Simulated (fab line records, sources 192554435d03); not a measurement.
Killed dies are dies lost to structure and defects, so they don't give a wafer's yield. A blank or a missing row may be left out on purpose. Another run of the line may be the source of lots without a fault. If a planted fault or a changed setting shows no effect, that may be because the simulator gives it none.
fab line records ; flow n5-finfet
record lots=4; wafers=12; last-day=18
route steps=1938 shown BEOL_M8@1340 PASSIVATION@1936
lots that met no fault: taken from a fault-free run of the same line
start-h: start of the lot's first displayed wafer, in hours after the record's first day ; wait-h: how many hours have passed since the lot's step before this one ; " the same as in the row above ; L1.1+2: a single row standing in for several wafers ; - no value, or no start was given ; * or withheld: withheld ; < > ~ a bound
route shown NAME@n: a module of which the file shows steps, and the number in the route of the first ; usual: mean/standard deviation taken from wafers without a fault ; same: alike in all rows ; chamber/n: place in a boat ; sites: readings site by site ; _std_site: the standard deviation of these ; _edge_site: the outer-site mean with the inner-site mean subtracted ; radius-mm: how far each site lies from the wafer's centre ; mask NAME#n: copy n ; behind: the tool/chamber that last shaped the wafer ; hold: why the lot went on hold/how many hours it stayed there/how the hold came to an end ; device: transistor that didn't switch, given as n, p or np ; end of line: the route-end tests of the same wafers ; where a step has no rows: the recipe by itself ; killed: dies that structure and defects cost at the first sort, which is not the same as the wafer's yield ; map: a wafer's dies, marking killed ones x, the rest . and places with no die _
set.NAME: the run value of the setting; set.NAME@STEP: its run value at that earlier step ; model.NAME: the simulator's own value behind a step, which no gauge read
lots at selected steps of the route; one table per step, one row per wafer
services: from which hour (start-h, from the record's first day; less than 0 if before it) a tool's chamber was out of use, for how many hours, and why
## steps
# step N5_BEOL_M8_EBR_07
# recipe solvent=PGMEA; ebr-width-mm=1.5
# step N5_BEOL_M8_SOFTBAKE_06
# recipe temp-c=110; time-s=60; resist=CAR-ArF
# step N5_BEOL_M8_EXPOSE_08
# recipe mask-id=M8; na=1.35; source-shape=dipole; sigma-inner=0.817; sigma-outer=0.97; polarization=te; dose-mj=68.25
# step N5_BEOL_M8_PEB_09
# recipe peb-temp-c=withheld; peb-time-s=60; resist=CAR-ArF
# step N5_BEOL_M8_DEVELOP_10
# recipe develop-time-s=30; developer=TMAH; resist=CAR-ArF; rinse-liquid=diw; dry=air-spin; dev-temp-c=23
# step N5_BEOL_M8_DESCUM_16
# recipe chemistry=O2; time-s=7.9; source-power-w=50; bias-power-w=20; pressure-mtorr=20; rf-frequency-hz=2.712e+07; temp-c=40; resist=CAR-ArF; o2-flow-sccm=225
# step N5_BEOL_M8_ETCH_61
# recipe chemistry=CF4; target=SiARC; target-depth-a=455; mask-material=CAR-ArF; time-s=75.8; ion-energy-ev=80; pressure-mtorr=40; source-w=545; bias-w=36; Ar_flow_sccm=100; cf4-flow-sccm=100; ends=cleared
# step N5_BEOL_M8_ETCH_62
# recipe chemistry=N2/H2; target=SOC; target-depth-a=1100; overetch-a=220; mask-material=SiARC; temp-c=40; time-s=165; ion-energy-ev=200; pressure-mtorr=30; source-w=840; bias-w=150; n2-flow-sccm=200; h2-flow-sccm=200
# step N5_BEOL_M8_STRIP_68
# recipe chemistry=N2/H2; temp-c=40; n2-flow-sccm=200; h2-flow-sccm=200; rf-frequency-hz=6e+07
# step N5_BEOL_M8_STRIP_67
# recipe chemistry=CF4; resist=SiARC; power-w=300; bias-power-w=75; pressure-mtorr=50; cf4-flow-sccm=150; rf-frequency-hz=6e+07
# usual bias-power-w=75.04/0.22; drypump-motor-current-A=5.7/0.43; oes-product-au=0.80/0.086; rf-vpp-V=272.1/1.2; showerhead-plenum-p-Torr=1.83/0.034; throttle-valve-pct=13.49/0.15
lot.wafer;tool;chamber;start-h;wait-h;bias-power-w;drypump-motor-current-A;oes-product-au;rf-hours-counter-h;rf-vpp-V;showerhead-plenum-p-Torr;throttle-valve-pct
L352.2;rie-diel-03;3;246.89;0.0;74.64;5.3;0.69;221;274.5;1.83;13.61
L352.3;rie-diel-03;0;246.89;0.0;74.80;5.9;0.85;53;273.4;1.89;13.46
L352.6;rie-diel-03;0;246.89;0.0;74.91;5.9;0.85;-;273.1;1.89;13.46
L355.2;rie-diel-03;3;265.61;0.0;74.99;5.3;0.69;229;271.5;1.83;13.64
L355.3;rie-diel-03;0;265.61;0.0;75.05;5.9;0.85;62;273.3;1.89;13.47
L355.6;rie-diel-03;0;265.61;0.0;74.97;5.9;0.84;-;274.2;1.89;13.46
L363.2;rie-diel-03;1;327.54;0.0;74.85;5.3;0.80;96;272.2;1.81;13.59
L363.3;rie-diel-03;1;327.54;0.0;75.00;5.3;0.80;-;273.3;1.81;13.59
L363.6;rie-diel-03;1;327.54;0.0;75.04;5.3;0.80;-;272.0;1.81;13.60
L366.1;rie-diel-01;1;354.17;0.0;75.02;5.7;0.71;186;274.1;1.84;13.64
L366.2;rie-diel-01;2;354.17;0.0;75.43;5.2;0.84;68;270.8;1.81;13.63
L366.6;rie-diel-01;2;354.17;0.0;75.29;5.2;0.84;-;270.8;1.81;13.62
# step N5_BEOL_M8_HM_OPEN_17
# recipe chemistry=Cl2/BCl3; target-depth-a=200; overetch-a=60; target=TiN; mask-material=SOC; ion-energy-ev=150; pressure-mtorr=10; icp-w=1000; bias-w=126; Cl2_flow_sccm=53.25; bcl3-flow-sccm=21.75; Ar_flow_sccm=25
# step N5_BEOL_M8_STRIP_19
# recipe chemistry=O2; power-w=400; temp-c=40; pressure-mtorr=30; rf-frequency-hz=6e+07; bias-power-w=0; overash-fraction=0.2; o2-flow-sccm=225
# step N5_BEOL_M8_COAT_63
# recipe resist=SOC; temp-c=250; time-s=60; spin-rpm=1500; resist-thk-nm=60
# step N5_BEOL_M8_COAT_64
# recipe resist=SiARC; temp-c=220; time-s=60; spin-rpm=1500; resist-thk-nm=12
# step N5_BEOL_M8_COAT_71
# recipe resist=underlayer; temp-c=205; time-s=60; spin-rpm=1500; resist-thk-nm=5
# step N5_BEOL_M8_COAT_22
# recipe resist=CAR-EUV; spin-rpm=1500; resist-thk-nm=30
# step N5_BEOL_M8_EBR_24
# recipe solvent=PGMEA; ebr-width-mm=1.5
# step N5_BEOL_M8_SOFTBAKE_23
# recipe temp-c=110; time-s=60; resist=CAR-EUV
# step N5_BEOL_M8_EXPOSE_25
# recipe mask-id=V7; na=0.33; source-shape=annular; sigma-inner=0.4; sigma-outer=0.8; polarization=unpolarized; target-cd-nm=40; dose-mj=42.5
# step N5_BEOL_M8_PEB_26
# recipe peb-temp-c=100; peb-time-s=60; resist=CAR-EUV
# step N5_BEOL_M8_DEVELOP_27
# recipe develop-time-s=30; developer=TMAH; resist=CAR-EUV; rinse-liquid=surfactant-rinse; dry=air-spin; dev-temp-c=23
# step N5_BEOL_M8_INSPECT_30
# recipe mode=adi; inspect-instrument=brightfield
# usual raw-defect-count=402/93
lot.wafer;tool;chamber;start-h;wait-h;raw-defect-count
L352.2;defect-inspect-01;-;248.16;0.0;1372
L352.3;defect-inspect-01;-;248.16;0.0;1256
L352.6;defect-inspect-01;-;248.16;0.0;1225
L355.2;defect-inspect-02;-;267.13;0.0;1320
L355.3;defect-inspect-02;-;267.13;0.0;1350
L355.6;defect-inspect-02;-;267.13;0.0;1259
L363.2;defect-inspect-02;-;328.75;0.0;235
L363.3;defect-inspect-02;-;328.75;0.0;413
L363.6;defect-inspect-02;-;328.75;0.0;409
L366.1;defect-inspect-02;-;355.71;0.1;522
L366.2;defect-inspect-02;-;355.71;0.1;554
L366.6;defect-inspect-02;-;355.71;0.1;445
# step N5_BEOL_M8_DESCUM_33
# recipe chemistry=O2; time-s=7; source-power-w=50; bias-power-w=20; pressure-mtorr=20; rf-frequency-hz=2.712e+07; temp-c=40; resist=CAR-EUV; o2-flow-sccm=225
# step N5_PASSIVATION_PROBE_49
# usual defect-limited-yield=91.1/1.3; killed_at_M0_to_M3=35/11; killed_at_M4_up=13/5.4; killed-at-contacts=14/6.5; killed-at-front-end=41/11; killed-at-other=4/3.1; killed-dies=106/15; killed-open=69/12; killed-short=35/7; sort_bin_5_function=5.2/0.86; sort_bin_6_memory=3.4/0.64; sort_bin_8_speed=0.00/0.049; sort-n-pass=1074/15; sort-yield-pct=91.0/1.3
# same gross-dies=1180; killed-at-back-side=0; sort_bin_4_leakage[%]=0
lot.wafer;tool;chamber;start-h;wait-h;defect-limited-yield[%];killed_at_M0_to_M3;killed_at_M4_up;killed-at-contacts;killed-at-front-end;killed-at-other;killed-dies;killed-open;killed-short;sort_bin_5_function[%];sort_bin_6_memory[%];sort_bin_8_speed[%];sort-n-pass;sort-yield-pct[%]
L352.2;prober-02;-;314.50;0.1;88.2;27;75;7;27;3;139;54;22;7.5;2.5;0;1041;88.2
L352.3;prober-02;-;314.55;0.1;81.8;35;146;10;22;2;215;47;25;11.4;3.7;0;965;81.8
L352.6;prober-02;-;314.70;0.3;79.5;48;160;8;26;0;242;61;29;13.1;4.0;0;938;79.5
L355.2;prober-02;-;324.67;0.1;86.7;21;69;12;47;8;157;56;31;6.4;4.7;0;1023;86.7
L355.3;prober-02;-;324.72;0.1;78.7;23;154;22;47;5;251;67;35;12.8;5.7;0;929;78.7
L355.6;prober-02;-;324.87;0.3;79.7;43;151;12;33;1;240;57;39;12.9;4.2;0;940;79.7
L366.1;prober-02;-;434.62;0.0;91.4;23;16;11;50;1;101;50;49;4.0;4.2;0;1079;91.4
L366.2;prober-02;-;434.67;0.1;93.0;22;15;3;41;2;83;38;43;3.8;2.6;0;1097;93.0
L366.6;prober-02;-;434.87;0.3;91.0;42;8;5;49;2;106;59;47;5.4;3.1;0;1074;91.0
# killed by level:class
L352.2 BEOL_M8:unspecified=60 BEOL_M1:geometric-particle:open=8 BEOL_M3:geometric-particle:open=8 STI_FIN_REVEAL:geometric-particle:open=7 MOL_CONTACT_COAG:geometric-particle:open=7 BEOL_M4:geometric-particle:open=6 FIN_SAQP:geometric-particle:short=4 DUMMY_GATE:geometric-particle:open=3
L352.3 BEOL_M8:unspecified=139 BEOL_M3:geometric-particle:open=9 MOL_CONTACT_COAG:geometric-particle:open=7 BEOL_M0_SAQP:geometric-particle:open=7 GATE_CUT:geometric-particle:short=6 BEOL_M0_SAQP:geometric-particle:short=6 BEOL_M2:geometric-particle:open=5 BEOL_M1:geometric-particle:open=4
L352.6 BEOL_M8:unspecified=147 BEOL_M3:geometric-particle:open=13 BEOL_M1:geometric-particle:open=9 BEOL_M0_SAQP:geometric-particle:short=8 BEOL_M0_SAQP:geometric-particle:open=8 MOL_CONTACT_COAG:geometric-particle:open=7 FIN_SAQP:geometric-particle:short=5 GATE_CUT:geometric-particle:open=5
L355.2 BEOL_M8:unspecified=66 MOL_CONTACT_COAG:geometric-particle:open=11 FIN_SAQP:geometric-particle:short=10 STI_FIN_REVEAL:geometric-particle:open=9 FIN_SAQP:geometric-particle:open=7 GATE_CUT:geometric-particle:open=5 BEOL_M0_SAQP:geometric-particle:open=5 STARTING-WAFER:geometric-particle:short=5
L355.3 BEOL_M8:unspecified=146 MOL_CONTACT_COAG:geometric-particle:open=14 STI_FIN_REVEAL:geometric-particle:open=10 FIN_SAQP:geometric-particle:open=7 GATE_CUT:geometric-particle:open=7 MOL_CONTACT_COAG:geometric-particle:short=7 BEOL_M0_SAQP:geometric-particle:short=7 GATE_CUT:geometric-particle:short=4
L355.6 BEOL_M8:unspecified=140 BEOL_M0_SAQP:geometric-particle:short=15 STI_FIN_REVEAL:geometric-particle:open=10 MOL_CONTACT_COAG:geometric-particle:open=8 BEOL_M0_SAQP:geometric-particle:open=6 FIN_SAQP:geometric-particle:short=5 GATE_CUT:geometric-particle:open=5 BEOL_M2:geometric-particle:open=5
L366.1 FIN_SAQP:geometric-particle:short=16 STI_FIN_REVEAL:geometric-particle:open=13 MOL_CONTACT_COAG:geometric-particle:open=10 BEOL_M0_SAQP:geometric-particle:short=10 FIN_SAQP:geometric-particle:open=6 BEOL_M4:geometric-particle:open=6 BEOL_M0_SAQP:geometric-particle:open=4 BEOL_M3:geometric-particle:open=4
L366.2 FIN_SAQP:geometric-particle:short=17 STI_FIN_REVEAL:geometric-particle:open=12 BEOL_M3:geometric-particle:short=9 BEOL_M0_SAQP:geometric-particle:short=6 BEOL_M0_SAQP:geometric-particle:open=5 ILD0:geometric-particle:short=4 FIN_SAQP:geometric-particle:open=3 MOL_CONTACT_COAG:geometric-particle:open=3
L366.6 STI_FIN_REVEAL:geometric-particle:open=25 BEOL_M0_SAQP:geometric-particle:short=20 BEOL_M0_SAQP:geometric-particle:open=7 FIN_SAQP:geometric-particle:short=6 STI_FIN_REVEAL:geometric-particle:short=6 BEOL_M3:geometric-particle:short=6 BEOL_M3:geometric-particle:open=5 ILD0:geometric-particle:open=3
# map L352.6 (x killed, . not)
_________________...x.......x________________
______________......x.x.......x._____________
___________....................x...__________
__________..................x......._________
________...x...x.....x.x......x.x....._______
_______.......x...x.x............x.....______
______....xx.x.xxxxxxx.................._____
_____..x.x.xx.xxxxxxx...x................____
____.....xx.xxxxxxxxxxxx.x...xx..........x___
___.....x..xxxxxxxxxxxx.......x....x.......__
___......xxxxxxxxxxxxxxx................x..__
__...x..xxxxxxxxxxxxxxxx......x.........x..._
__.....x.xxxxxxxxxxxxxxxx.....x............._
_.x.x...x.xxxxxxxxxxxxxx....xx..........x....
_.....x...xxxxxxxxxxxxxx.....................
_.........xxxxxxxxxxxxx................x.....
_.........x.xx.xxx.xxxx......................
_.x.....x..x.x.x.xxx....x....x.............xx
_..............x......x...........x.x........
_............................................
_...x.............x...........x...x..........
__.........................................x_
__............................x......x..x..._
___......x.....x............x.............x__
___x...x....................x..............__
____.............x.......x............x...___
_____..xx...xx.....................xx....____
______.x......x..............x......x..._____
_______.......x..x..x...............xx.______
________........x...........x.....x..._______
__________.........................._________
___________......x..x.....x...x....__________
______________.............xx..._____________
_________________............________________
# map L355.3 (x killed, . not)
_________________...........x________________
______________.........x........_____________
___________......x........x........__________
__________........x........x........_________
________...xx..xx.x.x..x.x............_______
_______......x.x.........x.........xx..______
______.......xx..xx..x.....x............_____
_____....x...xxxx.xx................x....____
____x.....xxxxxxxxxxxxx............xx.....___
___.........xxxxxxxxxxx......x.........x...__
___..x.xx.xxxxxxxxxxxxxx...................__
__......xxxxxxxxxxxxxxxx..........x........._
__..x....xxxxxxxxxxxxxxx..........x....xx..x_
_.......xxxxxxxxxxxxxxxx..........x..x.......
_.....x..xxxxxxxxxxxxxx...x.....x.x.xx.xx..x.
_x..........xxxxxxxxxx.......x..x............
_....xx...xxxxx.xxx...xxx..x......x...x.....x
_............x.xxxxxx.x.x.x....x........x...x
_x.......x....x.x....x.....x.................
_.....x..x.x...xx.x..........................
_.......x...........x..x........x............
__..x................x............x........._
__....xx......x.........................x..._
___........................................__
___..............................x.x.......__
____..x....x..........x....x..........x...___
_____.xxx......x.......x.....x.........x.____
______.........x........................_____
_______.........x......................______
________....x........x...............x_______
__________........x.x........x......_________
___________........x...xx..........__________
______________....x...x........._____________
_________________.........x..________________
## services
tool;chamber;start-h;hours;kind
rie-diel-01;3;235.05;61.9;repair
rie-diel-03;2;254.30;-;clean
rie-diel-03;2;254.30;-;consumable-replace:focus-ring
rie-diel-03;2;254.30;22.5;scheduled-down
rie-diel-03;2;254.30;22.5;vent-cycle
rie-diel-01;0;275.58;5.2;repair
rie-diel-03;1;302.27;7.5;repair
rie-diel-03;3;315.27;-;clean
rie-diel-03;3;315.27;-;consumable-replace:focus-ring
rie-diel-03;3;315.27;38.3;scheduled-down
rie-diel-03;3;315.27;38.3;vent-cycle
rie-diel-01;0;317.42;11.6;repair
rie-diel-01;3;320.48;100.8;repair
rie-diel-03;2;326.80;3.5;repair
## key
first-sign step=N5_BEOL_M8_INSPECT_30; reading=raw-defect-count; direction=up; sigmas=9.7; usual=402; struck=1297
effect step=N5_PASSIVATION_PROBE_49; reading=killed_at_M4_up; direction=up; sigmas=21; usual=13; struck=126
more-kills-born-at N5_BEOL_M8_STRIP_67@rie-diel-03=698
met-at N5_BEOL_M8_STRIP_67
struck-wafers L352.2,L352.3,L352.6,L355.2,L355.3,L355.6
fault kind=chamber-particle-source; tool=rie-diel-03; chamber=-; onset-h=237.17; steps=N5_BEOL_M8_STRIP_67; rate-per-visit-cm2=1.4277; end-h=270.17
